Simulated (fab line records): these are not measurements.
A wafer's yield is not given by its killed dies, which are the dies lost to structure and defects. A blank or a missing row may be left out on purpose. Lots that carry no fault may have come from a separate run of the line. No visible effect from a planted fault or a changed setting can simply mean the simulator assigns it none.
Chamber matching || flow nand harc || NHARC_A_CONTACT_ETCH_90 on rie diel-13: 4 sister chambers
The step etches the open film in CH3F/O2, target depth 40 nm, time 85.7 s. 4 wafers are shown with their chamber, then 7 later ones without.

## WAFERS, EACH WITH ITS CHAMBER
{"wafer": "L281.3", "chamber": 1, "drypump motor current A (A)": 5.2}
{"wafer": "L281.5", "chamber": 0, "drypump motor current A (A)": 5.6}
{"wafer": "L281.6", "chamber": 3, "drypump motor current A (A)": 6.2}
{"wafer": "L286.3", "chamber": 2, "drypump motor current A (A)": 6.1}

## WAFERS MISSING THEIR CHAMBER
{"wafer": "L286.5", "drypump motor current A (A)": 5.6}
{"wafer": "L286.6", "drypump motor current A (A)": 6.2}
{"wafer": "L285.4", "drypump motor current A (A)": 5.2}
{"wafer": "L285.5", "drypump motor current A (A)": 5.2}
{"wafer": "L285.6", "drypump motor current A (A)": 5.5}
{"wafer": "L290.2", "drypump motor current A (A)": 5.6}
{"wafer": "L290.4", "drypump motor current A (A)": 5.2}

## WHICH CHAMBER EACH ONE RAN IN
{"wafer": "L286.5", "from the rows above": 0, "in truth": 0}
{"wafer": "L286.6", "from the rows above": 3, "in truth": 3}
{"wafer": "L285.4", "from the rows above": 1, "in truth": 1}
{"wafer": "L285.5", "from the rows above": 1, "in truth": 1}
{"wafer": "L285.6", "from the rows above": 0, "in truth": 0}
{"wafer": "L290.2", "from the rows above": 0, "in truth": 0}
{"wafer": "L290.4", "from the rows above": 1, "in truth": 1}
Correct placement for 7 of the 7. Number that these rows cannot place: 0. 0 placed wrongly.
How it was worked out, from the rows above alone: a wafer's distance from a chamber is the root of the sum, over the readings, of the square of ((its reading less the chamber's mean) divided by the reading's scatter). The wafer belongs to the nearest chamber; if the next one is less than 2 further off, it can't be placed. Each chamber's mean is taken over the wafers shown for it. The scatter: root of mean squared gap, hidden wafer to nearest shown wafer, with one shown wafer a chamber.
